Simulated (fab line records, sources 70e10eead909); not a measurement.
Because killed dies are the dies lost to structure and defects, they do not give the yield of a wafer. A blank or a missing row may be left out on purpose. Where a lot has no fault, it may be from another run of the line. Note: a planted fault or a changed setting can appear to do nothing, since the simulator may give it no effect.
Chamber matching || flow nand-harc || ald-hk-04 running NHARC_A_CHANNEL_FILL_D1_ALD_16: 4 sister chambers
The step deposits SiO2, target thk 1.5 nm, pulse time 10 s, ald cycles 15. 4 wafers are shown with their chamber, then 9 later ones without.

WAFERS WITH THEIR CHAMBER
{"wafer": "L085.2", "chamber": 2, "heater-power-w (W)": 445}
{"wafer": "L088.1", "chamber": 3, "heater-power-w (W)": 494}
{"wafer": "L091.4", "chamber": 1, "heater-power-w (W)": 457}
{"wafer": "L091.5", "chamber": 0, "heater-power-w (W)": 487}

WAFERS MISSING THEIR CHAMBER
{"wafer": "L092.1", "heater-power-w (W)": 480}
{"wafer": "L092.2", "heater-power-w (W)": 477}
{"wafer": "L092.6", "heater-power-w (W)": 479}
{"wafer": "L093.2", "heater-power-w (W)": 476}
{"wafer": "L093.3", "heater-power-w (W)": 453}
{"wafer": "L093.6", "heater-power-w (W)": 446}
{"wafer": "L096.3", "heater-power-w (W)": 458}
{"wafer": "L096.4", "heater-power-w (W)": 433}
{"wafer": "L096.5", "heater-power-w (W)": 476}

THE CHAMBER EACH PASSED THROUGH
{"wafer": "L092.1", "from the rows above": "can't be placed: 0 or 3 or 1", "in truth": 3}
{"wafer": "L092.2", "from the rows above": "can't be placed: 0 or 3 or 1", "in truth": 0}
{"wafer": "L092.6", "from the rows above": "can't be placed: 0 or 3 or 1", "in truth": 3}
{"wafer": "L093.2", "from the rows above": "can't be placed: 0 or 3 or 1", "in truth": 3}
{"wafer": "L093.3", "from the rows above": "can't be placed: 1 or 2", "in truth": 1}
{"wafer": "L093.6", "from the rows above": "can't be placed: 2 or 1", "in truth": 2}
{"wafer": "L096.3", "from the rows above": "can't be placed: 1 or 2", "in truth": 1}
{"wafer": "L096.4", "from the rows above": "can't be placed: 2 or 1", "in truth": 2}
{"wafer": "L096.5", "from the rows above": "can't be placed: 0 or 3 or 1", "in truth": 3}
Correct placement for 0 of the 9. Unplaceable from these rows: 9, with the true chamber sitting among the candidates in 9. Placed wrongly: 0.
How it was worked out, from the rows above alone: a wafer's distance from a chamber is the root of the sum, over the readings, of the square of ((its reading less the chamber's mean) divided by the reading's scatter). The wafer belongs to the nearest chamber; if the next one is less than 2 further off, it can't be placed. For every chamber, the mean is computed from those of its wafers that are shown. The scatter: root of mean squared gap, hidden wafer to nearest shown wafer, with one shown wafer a chamber.
